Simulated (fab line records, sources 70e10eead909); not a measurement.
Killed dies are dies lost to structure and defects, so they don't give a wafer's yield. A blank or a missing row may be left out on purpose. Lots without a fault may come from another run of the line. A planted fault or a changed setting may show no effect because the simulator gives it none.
Chamber matching | flow nand_harc | NHARC_A_STAIRCASE_DEP_151 on pecvd-01: 3 sister chambers
The step deposits SiO2, target thk 3800 nm. 3 wafers are shown with their chamber, then 9 later ones without.

WAFERS WITH THEIR CHAMBER
wafer  | chamber | heater_power_w (W)
L089.5 | 0       | 660
L091.3 | 1       | 538
L091.5 | 2       | 519

WAFERS WITHOUT THEIR CHAMBER
wafer  | heater_power_w (W)
L092.3 | 605
L092.5 | 522
L092.6 | 517
L093.2 | 702
L093.4 | 653
L093.5 | 526
L097.1 | 537
L097.5 | 540
L097.6 | 540

WHICH CHAMBER EACH WENT THROUGH
wafer  | from the rows above          | in truth
L092.3 | can't be placed: 0 or 1 or 2 | 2
L092.5 | can't be placed: 2 or 1      | 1
L092.6 | can't be placed: 2 or 1      | 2
L093.2 | 0                            | 0
L093.4 | 0                            | 0
L093.5 | can't be placed: 2 or 1      | 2
L097.1 | can't be placed: 1 or 2      | 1
L097.5 | can't be placed: 1 or 2      | 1
L097.6 | can't be placed: 1 or 2      | 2
Placed correctly: 2 of 9. Can't be placed from these rows: 7 (the true chamber is among the candidates in 7). Placed wrongly: 0.
How it was worked out, from the rows above alone: a wafer's distance from a chamber is the root of the sum, over the readings, of the square of ((its reading less the chamber's mean) divided by the reading's scatter). The wafer belongs to the nearest chamber; if the next one is less than 2 further off, it can't be placed. A chamber's mean is the mean of its shown wafers. The scatter: with one shown wafer a chamber, the root of the mean of the squares of how far each hidden wafer lies from its nearest shown one.
